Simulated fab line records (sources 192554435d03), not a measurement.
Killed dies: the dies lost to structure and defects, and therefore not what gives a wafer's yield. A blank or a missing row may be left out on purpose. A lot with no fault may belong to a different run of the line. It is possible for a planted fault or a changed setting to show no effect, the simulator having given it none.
Which of the tools did it? | flow n5 finfet | 27 wafers from 9 lots sampled at 5 of the route's 1938 steps

WHAT THE GAUGES SHOWED, per wafer
N5_BEOL_M2_CD_MEAS_35: target cd 18 nm, target cd y 22.2 nm. Usual: cd nm 17.9 nm, standard deviation 0.35.
lot  | measured     | on        | cd nm (nm)     | flag
L316 | day 6 18:39  | cd sem-02 | 18.1 18.7 18.3 |
L320 | day 7 07:41  | cd sem-02 | 18.0 17.6 17.8 |
L322 | day 8 08:15  | cd sem-01 | 17.9 18.2 18.1 |
L324 | day 8 14:02  | cd sem-02 | 17.3 18.7 18.1 |
L325 | day 9 06:16  | cd sem-02 | 18.0 18.4 17.7 |
L330 | day 10 10:20 | cd sem-02 | 17.7 18.1 17.8 |
L334 | day 11 04:01 | cd sem-02 | 17.8 18.2 17.2 |
L335 | day 11 07:04 | cd sem-02 | 17.3 17.1 17.5 |
L336 | day 11 15:36 | cd sem-03 | 18.0 17.7 18.3 |

N5_BEOL_M4_RC_MEAS_101. Usual: DIBL_N 36.3 mV/V, standard deviation 1.7; DIBL_P 36.5 mV/V, standard deviation 1.8; IOFF_N 0.16 nA/um, standard deviation 0.033; IOFF_P 0.21 nA/um, standard deviation 0.037; ION_N 675 uA/um, standard deviation 11; ION_P 462 uA/um, standard deviation 7.9; SS_N 71.6 mV/dec, standard deviation 0.64; SS_P 73.3 mV/dec, standard deviation 0.68; VT_N 249 mV, standard deviation 3.3; VT_P -250 mV, standard deviation 3.3.
lot  | measured     | on        | DIBL_N (mV/V)  | DIBL_P (mV/V)  | IOFF_N (nA/um) | IOFF_P (nA/um) | ION_N (uA/um) | ION_P (uA/um) | SS_N (mV/dec)  | SS_P (mV/dec)  | VT_N (mV)   | VT_P (mV)      | flag
L316 | day 7 15:28  | prober-01 | 35.4 35.3 34.9 | 36.0 36.6 36.1 | 0.14 0.15 0.15 | 0.19 0.20 0.19 | 666 684 678   | 457 469 466   | 71.4 71.6 71.6 | 73.2 73.9 73.7 | 253 249 253 | -255 -252 -252 |
L320 | day 8 14:43  | prober-01 | 36.4 38.2 37.6 | 35.8 38.6 37.2 | 0.15 0.19 0.16 | 0.22 0.26 0.24 | 672 682 671   | 463 470 466   | 72.0 71.9 72.3 | 72.9 74.6 74.0 | 249 245 250 | -248 -246 -245 |
L322 | day 9 10:17  | prober-01 | 37.3 36.6 37.0 | 38.4 36.7 37.8 | 0.18 0.17 0.17 | 0.24 0.22 0.24 | 680 688 676   | 466 459 465   | 72.3 71.7 72.3 | 72.8 72.8 73.0 | 247 250 249 | -251 -253 -248 |
L324 | day 9 15:35  | prober-02 | 37.4 35.1 32.3 | 38.4 34.8 33.3 | 0.18 0.14 0.11 | 0.24 0.18 0.16 | 660 658 657   | 460 445 457   | 72.2 71.9 70.5 | 73.5 72.8 72.1 | 251 254 255 | -247 -251 -254 |
L325 | day 10 07:46 | prober-02 | 34.4 36.1 36.9 | 34.8 37.7 38.2 | 0.11 0.14 0.15 | 0.16 0.21 0.20 | 662 653 662   | 448 460 450   | 70.0 70.6 71.1 | 72.8 73.9 73.8 | 253 253 251 | -257 -251 -253 |
L330 | day 11 13:41 | prober-01 | 35.8 39.6 36.3 | 36.1 39.5 36.7 | 0.17 0.23 0.17 | 0.27 0.32 0.27 | 673 683 690   | 471 470 478   | 71.4 71.9 71.5 | 73.0 73.3 72.8 | 247 245 247 | -244 -241 -243 |
L334 | day 12 06:17 | prober-02 | 37.0 38.2 37.9 | 38.3 39.1 38.9 | 0.22 0.23 0.24 | 0.22 0.23 0.23 | 705 686 683   | 462 456 458   | 72.0 72.5 72.2 | 73.2 73.7 73.6 | 243 244 240 | -251 -248 -250 |
L335 | day 12 03:55 | prober-01 | 37.3 36.3 37.3 | 36.6 35.8 36.4 | 0.16 0.15 0.17 | 0.23 0.22 0.23 | 678 662 667   | 472 460 464   | 71.4 71.4 71.9 | 72.5 73.4 73.5 | 254 253 249 | -245 -248 -247 |
L336 | day 13 00:05 | prober-02 | 33.4 35.3 34.3 | 33.1 34.8 33.9 | 0.13 0.16 0.14 | 0.17 0.19 0.18 | 682 677 672   | 465 462 459   | 71.4 71.3 71.9 | 72.7 73.6 73.2 | 251 247 250 | -254 -251 -252 |

WHAT TOOL EACH LOT RAN ON (gives the tool, then ch and the chambers of the sampled wafers, and finally the start)
lot  | N5_BEOL_M2_ETCHBACK_99             | N5_BEOL_M2_VIA_ETCH_34             | N5_BEOL_M2_STRIP_97
L316 | rie diel-01 ch 0,1,3, day 6 18:05  | rie diel-01 ch 0,1,3, day 6 18:14  | rie diel-01 ch 0,1,3, day 6 18:39 or earlier
L320 | rie diel-06 ch 0,1,3, day 7 07:08  | rie diel-06 ch 0,1,3, day 7 07:16  | rie diel-06 ch 0,1,3, day 7 07:41 or earlier
L322 | rie diel-03 ch 1,2,3, day 8 07:42  | rie diel-03 ch 1,2,3, day 8 07:50  | rie diel-03 ch 1,2,3, day 8 08:15 or earlier
L324 | rie diel-03 ch 1,2,3, day 8 13:29  | rie diel-03 ch 1,2,3, day 8 13:38  | rie diel-03 ch 1,2,3, day 8 14:02 or earlier
L325 | rie diel-03 ch 1,2,3, day 9 05:43  | rie diel-03 ch 1,2,3, day 9 05:52  | rie diel-03 ch 1,2,3, day 9 06:16 or earlier
L330 | rie diel-03 ch 0,3, day 10 09:47   | rie diel-03 ch 0,3, day 10 09:56   | rie diel-03 ch 0,3, day 10 10:20 or earlier
L334 | rie diel-01 ch 0,1,3, day 11 03:28 | rie diel-01 ch 0,1,3, day 11 03:37 | rie diel-01 ch 0,1,3, day 11 04:01 or earlier
L335 | rie diel-01 ch 1,2,3, day 11 06:31 | rie diel-01 ch 1,2,3, day 11 06:39 | rie diel-01 ch 1,2,3, day 11 07:04 or earlier
L336 | rie diel-06 ch 0,2, day 11 15:03   | rie diel-06 ch 0,2, day 11 15:11   | rie diel-06 ch 0,2, day 11 15:36 or earlier
- N5_BEOL_M2_ETCHBACK_99: etches SiO2 in CHF3, target depth 5 nm, time 10.4 s.
- N5_BEOL_M2_VIA_ETCH_34: etches the open film in C4F6/O2, target depth 69.4 nm, time 65.9 s.
- N5_BEOL_M2_STRIP_97: strips in N2/H2, time 10 s.

WHAT THE TOOLS THEMSELVES READ (means of the sampled wafers that have a number; where no wafer has one, the mark that the record gives instead)
N5_BEOL_M2_ETCHBACK_99. Usual: CHF3_flow_sccm 12.00 sccm, standard deviation 0.033; drypump motor current A 5.6 A, standard deviation 0.5; oes product au 0.79 a.u., standard deviation 0.086; rf vpp V 241 V, standard deviation 3; showerhead plenum p Torr 2.15 Torr, standard deviation 0.075; throttle valve pct 17.09 %, standard deviation 0.25.
lot  | tool        | CHF3_flow_sccm (sccm) | drypump motor current A (A) | oes product au (a.u.) | rf vpp V (V) | showerhead plenum p Torr (Torr) | throttle valve pct (%) | flag
L316 | rie diel-01 | 12.03                 | 5.9                         | 0.77                  | 241          | 2.17                            | 17.05                  |
L320 | rie diel-06 | 12.03                 | 5.1                         | 0.79                  | 241          | 2.16                            | 16.99                  |
L322 | rie diel-03 | 12.01                 | 5.5                         | 0.82                  | 242          | 2.11                            | 17.01                  |
L324 | rie diel-03 | 11.99                 | 5.5                         | 0.81                  | 242          | 2.11                            | 17.03                  |
L325 | rie diel-03 | 12.01                 | 5.5                         | 0.81                  | 242          | 2.11                            | 17.03                  |
L330 | rie diel-03 | 12.00                 | 6.0                         | 0.83                  | 242          | 2.20                            | 17.11                  |
L334 | rie diel-01 | 12.02                 | 5.9                         | 0.81                  | 240          | 2.16                            | 16.96                  |
L335 | rie diel-01 | 12.01                 | 5.8                         | 0.83                  | 238          | 2.21                            | 17.02                  |
L336 | rie diel-06 | 11.96                 | 5.1                         | 0.75                  | 241          | 2.11                            | 17.21                  |

N5_BEOL_M2_VIA_ETCH_34. Usual: O2_flow_sccm 9.996 sccm, standard deviation 0.027; drypump motor current A 5.6 A, standard deviation 0.5; oes product au 0.79 a.u., standard deviation 0.086; rf vpp V 666 V, standard deviation 8.1; showerhead plenum p Torr 2.84 Torr, standard deviation 0.096; throttle valve pct 30.79 %, standard deviation 0.25.
lot  | tool        | O2_flow_sccm (sccm) | drypump motor current A (A) | oes product au (a.u.) | rf vpp V (V) | showerhead plenum p Torr (Torr) | throttle valve pct (%) | flag
L316 | rie diel-01 | 9.985               | 6.0                         | 0.76                  | 664          | 2.86                            | 30.64                  |
L320 | rie diel-06 | 9.978               | 5.1                         | 0.78                  | 667          | 2.85                            | 30.79                  |
L322 | rie diel-03 | 9.988               | 5.5                         | 0.82                  | 667          | 2.80                            | 30.77                  |
L324 | rie diel-03 | 9.967               | 5.4                         | 0.82                  | 668          | 2.80                            | 30.76                  |
L325 | rie diel-03 | 9.997               | 5.5                         | 0.80                  | 668          | 2.79                            | 30.77                  |
L330 | rie diel-03 | 10.002              | 6.0                         | 0.91                  | 669          | 2.90                            | 30.78                  |
L334 | rie diel-01 | 10.002              | 5.9                         | 0.81                  | 665          | 2.85                            | 30.60                  |
L335 | rie diel-01 | 9.972               | 5.8                         | 0.83                  | 661          | 2.91                            | 30.76                  |
L336 | rie diel-06 | 9.988               | 5.1                         | 0.75                  | 665          | 2.79                            | 30.86                  |

N5_BEOL_M2_STRIP_97. Usual: drypump motor current A 5.6 A, standard deviation 0.5; oes product au 0.79 a.u., standard deviation 0.088; rf vpp V 59.2 V, standard deviation 0.92; showerhead plenum p Torr 2.54 Torr, standard deviation 0.094; throttle valve pct 23.69 %, standard deviation 0.29.
lot  | tool        | drypump motor current A (A) | oes product au (a.u.) | rf vpp V (V) | showerhead plenum p Torr (Torr) | throttle valve pct (%) | flag
L316 | rie diel-01 | 6.0                         | 0.76                  | 59.8         | 2.57                            | 23.64                  |
L320 | rie diel-06 | 5.1                         | 0.79                  | 59.4         | 2.55                            | 23.82                  |
L322 | rie diel-03 | 5.4                         | 0.82                  | 58.4         | 2.48                            | 23.49                  |
L324 | rie diel-03 | 5.5                         | 0.82                  | 58.7         | 2.48                            | 23.49                  |
L325 | rie diel-03 | 5.5                         | 0.81                  | 59.7         | 2.48                            | 23.50                  |
L330 | rie diel-03 | 6.0                         | 0.84                  | 59.6         | 2.59                            | 23.68                  |
L334 | rie diel-01 | 5.9                         | 0.81                  | 59.2         | 2.55                            | 23.57                  |
L335 | rie diel-01 | 5.8                         | 0.83                  | 59.7         | 2.61                            | 23.69                  |
L336 | rie diel-06 | 5.2                         | 0.75                  | 59.3         | 2.51                            | 24.02                  |

THE ANSWER, worked out from the rows above alone
Rule: lot off if the mean of its wafers having a number is beyond 3 standard deviations from the usual mean. A lot without any number at a reading at which 4 lots or more have one is off too. All remaining lots with rows at the step are treated as sound. The gauges are gone through in route order, then the tools' own readings, and for those a lot's mean is taken as printed above. At the first step where some lot is off, the reading lying furthest off is the one used; lots without a number count as furthest.
No lot is off at any reading shown: from this, nothing can be told.

WHAT THE SIMULATOR HAD PUT IN
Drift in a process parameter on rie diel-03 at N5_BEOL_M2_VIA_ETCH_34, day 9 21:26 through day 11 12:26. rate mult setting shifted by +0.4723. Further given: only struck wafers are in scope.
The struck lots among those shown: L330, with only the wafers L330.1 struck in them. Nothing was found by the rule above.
